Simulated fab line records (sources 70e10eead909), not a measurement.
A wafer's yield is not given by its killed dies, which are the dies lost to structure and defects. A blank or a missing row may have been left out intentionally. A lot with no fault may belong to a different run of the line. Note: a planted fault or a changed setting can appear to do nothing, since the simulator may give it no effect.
3 desks, one fault ; flow nand-harc ; numbers are kept per desk, each desk with only its own; the story behind them comes last

== AT THE METROLOGY DESK ==
What the gauges read for every lot (on any tool): the sampled wafers with a number, averaged. If a lot's mean is further than 4 standard deviations from the usual mean, the lot is out of limits and carries the mark OUT (the distance appears in the brackets).
Columns: A = cd-nm at NHARC_THIN_TSV_CD_MEAS_16, usual 998.8 nm; B = cd-nm at NHARC_THIN_TSV_CD_MEAS_33, usual 5000.0 nm; C = cd-nm at NHARC_THIN_TSV_CD_MEAS_37, usual 4999 nm
lot;first seen here;A;B;C
L622;day 24 11:26;999.7;5001.5;5001
L626;day 25 18:00;1000.5;5000.4;5001
L627;day 26 09:52;995.5;5001.1;4996
L633;day 28 23:14;997.1;4999.1;4997
L635;day 29 12:18;999.1;5001.2;4999
L645;day 34 03:55;999.0;4999.0;4997
This desk's finding: nothing out of limits on any of the 6 lots.

== AT THE TOOL OWNER'S DESK: pvd-sputter-01 ==
The tool's own readings at NHARC_THIN_TSV_PVD_51 (deposits Cu, target thk 100 nm): means of the sampled wafers that have a number, for each lot that ran on this tool. If a lot's mean is further than 4 standard deviations from the usual mean, the lot is out of limits and carries the mark OUT (the distance appears in the brackets).
Columns: A = throttle-valve-pct at NHARC_THIN_TSV_PVD_51, usual 30.1 %
lot;first seen here;A
L626;day 25 20:10;30.0
L627;day 26 11:59;30.1
L645;day 34 06:01;30.8
This desk's finding: nothing out of limits on any of the 3 lots.

== THE DEFECT DESK ==
Per lot, the means of the sampled wafers with a number show what the inspections along the route counted. If a lot's mean is further than 4 standard deviations from the usual mean, the lot is out of limits and carries the mark OUT (the distance appears in the brackets).
Columns: A = raw-defect-count at NHARC_THIN_TSV_INSPECT_40, usual 571
lot;first seen here;A
L622;day 25 00:53;495
L626;day 26 04:55;446
L627;day 26 20:54;524
L633;day 29 12:22;590
L635;day 29 23:20;606
L645;day 34 16:35;497
This desk's finding: nothing out of limits on any of the 6 lots.

== BROUGHT TOGETHER ==
At the metrology desk, nothing out of limits was observed.
Nothing out of limits was seen by the tool owner's desk.
No out-of-limits result turned up at the defect desk.

== WHAT THE SIMULATOR HAD INSERTED ==
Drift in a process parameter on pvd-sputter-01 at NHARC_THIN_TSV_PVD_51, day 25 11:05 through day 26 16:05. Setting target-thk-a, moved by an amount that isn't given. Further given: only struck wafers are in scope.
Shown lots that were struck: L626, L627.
